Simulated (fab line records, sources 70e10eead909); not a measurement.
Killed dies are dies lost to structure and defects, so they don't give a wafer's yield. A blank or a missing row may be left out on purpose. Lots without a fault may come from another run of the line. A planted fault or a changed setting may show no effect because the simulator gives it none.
Chamber matching | flow nand_harc | NHARC_A_STAIRCASE_DEP_259 on pecvd-01: 3 sister chambers
The step deposits SiON, target thk 30 nm. 22 wafers are shown with their chamber, then 11 later ones without.

WAFERS WITH THEIR CHAMBER
wafer  | chamber | heater_power_w (W)
L074.1 | 0       | 744
L074.2 | 2       | 702
L074.3 | 1       | 631
L074.4 | 0       | 771
L074.5 | 2       | 714
L074.6 | 1       | 643
L076.2 | 0       | 770
L076.5 | 0       | 761
L076.6 | 1       | 656
L081.1 | 2       | 667
L081.2 | 0       | 733
L081.5 | 0       | 748
L084.4 | 0       | 798
L084.5 | 1       | 652
L084.6 | 2       | 631
L087.1 | 1       | 602
L087.3 | 0       | 786
L087.5 | 1       | 613
L086.1 | 0       | 847
L086.2 | 1       | 632
L086.6 | 0       | 832
L086.3 | 2       | 689

SIGNATURES (means of the wafers above)
reading        | chamber 0 | chamber 1 | chamber 2 | scatter within a chamber
heater_power_w | 779.00    | 632.71    | 680.60    | 31.8
Rule: a wafer's distance from a chamber is the root of the sum, over the readings, of the square of ((its reading less the chamber's mean) divided by the reading's scatter). The wafer belongs to the nearest chamber; if the next one is less than 2 further off, it can't be placed. The scatter: the root of (the sum of the squares of (reading less its chamber's mean) over the shown wafers, divided by (wafers less chambers)).

WAFERS WITHOUT THEIR CHAMBER
wafer  | heater_power_w (W)
L086.4 | 639
L086.5 | 681
L089.1 | 842
L089.3 | 827
L089.6 | 597
L092.1 | 649
L092.2 | 622
L092.6 | 837
L096.1 | 732
L096.2 | 861
L096.6 | 635

WHICH CHAMBER EACH WENT THROUGH
wafer  | from the rows above          | in truth
L086.4 | can't be placed: 1 or 2      | 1
L086.5 | can't be placed: 2 or 1      | 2
L089.1 | 0                            | 0
L089.3 | 0                            | 0
L089.6 | can't be placed: 1 or 2      | 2
L092.1 | can't be placed: 1 or 2      | 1
L092.2 | can't be placed: 1 or 2      | 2
L092.6 | 0                            | 0
L096.1 | can't be placed: 0 or 2 or 1 | 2
L096.2 | 0                            | 0
L096.6 | can't be placed: 1 or 2      | 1
Placed correctly: 4 of 11. Can't be placed from these rows: 7 (the true chamber is among the candidates in 7). Placed wrongly: 0.
